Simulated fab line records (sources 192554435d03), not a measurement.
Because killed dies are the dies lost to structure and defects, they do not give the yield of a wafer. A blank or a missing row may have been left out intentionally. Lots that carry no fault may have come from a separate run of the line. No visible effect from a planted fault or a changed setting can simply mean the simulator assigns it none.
Matching of chambers :: flow n5 finfet :: N5_BEOL_M12_ETCH_68 on rie diel-01 has 4 sister chambers
The step etches SOC in N2/H2, time 285 s. 7 wafers are shown with their chamber, then 6 later ones without.

EACH WAFER AND ITS CHAMBER
wafer: L492.4
chamber: 0
showerhead plenum p Torr (Torr): 2.69
drypump motor current A (A): 5.75

wafer: L504.1
chamber: 1
showerhead plenum p Torr (Torr): 2.62
drypump motor current A (A): 5.46

wafer: L504.2
chamber: 3
showerhead plenum p Torr (Torr): 2.47
drypump motor current A (A): 5.50

wafer: L504.4
chamber: 0
showerhead plenum p Torr (Torr): 2.68
drypump motor current A (A): 5.74

wafer: L505.2
chamber: 2
showerhead plenum p Torr (Torr): 2.60
drypump motor current A (A): 5.69

wafer: L505.4
chamber: 3
showerhead plenum p Torr (Torr): 2.47
drypump motor current A (A): 5.49

wafer: L505.5
chamber: 1
showerhead plenum p Torr (Torr): 2.62
drypump motor current A (A): 5.48

WAFERS WITHOUT THEIR CHAMBER
wafer: L506.2
showerhead plenum p Torr (Torr): 2.68
drypump motor current A (A): 5.75

wafer: L506.4
showerhead plenum p Torr (Torr): 2.60
drypump motor current A (A): 5.66

wafer: L506.6
showerhead plenum p Torr (Torr): 2.60
drypump motor current A (A): 5.70

wafer: L508.1
showerhead plenum p Torr (Torr): 2.62
drypump motor current A (A): 5.47

wafer: L508.3
showerhead plenum p Torr (Torr): 2.46
drypump motor current A (A): 5.50

wafer: L508.6
showerhead plenum p Torr (Torr): 2.62
drypump motor current A (A): 5.48

THE CHAMBER EACH PASSED THROUGH
wafer: L506.2
from the rows above: 0
in truth: 0

wafer: L506.4
from the rows above: 2
in truth: 2

wafer: L506.6
from the rows above: 2
in truth: 2

wafer: L508.1
from the rows above: 1
in truth: 1

wafer: L508.3
from the rows above: 3
in truth: 3

wafer: L508.6
from the rows above: 1
in truth: 1
6 of 6 placed correctly. Can't be placed from these rows: 0. 0 placed wrongly.
How it was worked out, from the rows above alone: a wafer's distance from a chamber is the root of the sum, over the readings, of the square of ((its reading less the chamber's mean) divided by the reading's scatter). The wafer belongs to the nearest chamber; if the next one is less than 2 further off, it can't be placed. The mean given for a chamber averages the wafers shown for that chamber. The scatter: the root of (the sum of the squares of (reading less its chamber's mean) over the shown wafers, divided by (wafers less chambers)).
